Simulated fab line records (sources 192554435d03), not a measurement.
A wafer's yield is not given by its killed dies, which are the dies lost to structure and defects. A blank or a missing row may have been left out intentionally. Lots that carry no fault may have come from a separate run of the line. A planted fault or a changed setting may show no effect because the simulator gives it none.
Chamber matching / flow n5 finfet / N5_SDB_ETCH_18 on rie diel-01 has 4 sister chambers
The step etches SOC in N2/H2, target depth 100 nm, overetch 20 nm, time 150 s. 8 wafers are shown with their chamber, then 12 later ones without.

WAFERS PAIRED WITH THEIR CHAMBERS
wafer=L081.3; chamber=1; drypump motor current A (A)=5.8; showerhead plenum p Torr (Torr)=2.62
wafer=L082.3; chamber=1; drypump motor current A (A)=5.8; showerhead plenum p Torr (Torr)=2.62
wafer=L084.4; chamber=0; drypump motor current A (A)=6.0; showerhead plenum p Torr (Torr)=2.41
wafer=L086.3; chamber=2; drypump motor current A (A)=6.5; showerhead plenum p Torr (Torr)=2.60
wafer=L086.4; chamber=3; drypump motor current A (A)=5.6; showerhead plenum p Torr (Torr)=2.57
wafer=L088.2; chamber=2; drypump motor current A (A)=6.5; showerhead plenum p Torr (Torr)=2.59
wafer=L088.4; chamber=0; drypump motor current A (A)=5.9; showerhead plenum p Torr (Torr)=2.41
wafer=L088.6; chamber=3; drypump motor current A (A)=5.6; showerhead plenum p Torr (Torr)=2.57

WAFERS WITHOUT THEIR CHAMBER
wafer=L092.1; drypump motor current A (A)=5.6; showerhead plenum p Torr (Torr)=2.57
wafer=L092.2; drypump motor current A (A)=6.4; showerhead plenum p Torr (Torr)=2.59
wafer=L092.4; drypump motor current A (A)=5.9; showerhead plenum p Torr (Torr)=2.40
wafer=L093.1; drypump motor current A (A)=5.6; showerhead plenum p Torr (Torr)=2.57
wafer=L093.3; drypump motor current A (A)=5.8; showerhead plenum p Torr (Torr)=2.61
wafer=L093.4; drypump motor current A (A)=6.5; showerhead plenum p Torr (Torr)=2.59
wafer=L094.1; drypump motor current A (A)=5.6; showerhead plenum p Torr (Torr)=2.57
wafer=L094.2; drypump motor current A (A)=5.9; showerhead plenum p Torr (Torr)=2.40
wafer=L094.3; drypump motor current A (A)=6.5; showerhead plenum p Torr (Torr)=2.59
wafer=L094.4; drypump motor current A (A)=5.8; showerhead plenum p Torr (Torr)=2.61
wafer=L094.5; drypump motor current A (A)=5.8; showerhead plenum p Torr (Torr)=2.61
wafer=L094.6; drypump motor current A (A)=6.5; showerhead plenum p Torr (Torr)=2.59

WHICH CHAMBER EACH ONE RAN IN
wafer=L092.1; from the rows above=3; in truth=3
wafer=L092.2; from the rows above=2; in truth=2
wafer=L092.4; from the rows above=0; in truth=0
wafer=L093.1; from the rows above=3; in truth=3
wafer=L093.3; from the rows above=1; in truth=1
wafer=L093.4; from the rows above=2; in truth=2
wafer=L094.1; from the rows above=3; in truth=3
wafer=L094.2; from the rows above=0; in truth=0
wafer=L094.3; from the rows above=2; in truth=2
wafer=L094.4; from the rows above=1; in truth=1
wafer=L094.5; from the rows above=1; in truth=1
wafer=L094.6; from the rows above=2; in truth=2
Placed correctly: 12 of 12. Can't be placed from these rows: 0. Wrongly placed: 0.
How it was worked out, from the rows above alone: a wafer's distance from a chamber is the root of the sum, over the readings, of the square of ((its reading less the chamber's mean) divided by the reading's scatter). The wafer belongs to the nearest chamber; if the next one is less than 2 further off, it can't be placed. A chamber's mean is the mean of its shown wafers. The scatter is the square root of a quotient: the sum, over the shown wafers, of each reading's squared deviation from its chamber's mean, divided by wafers minus chambers.
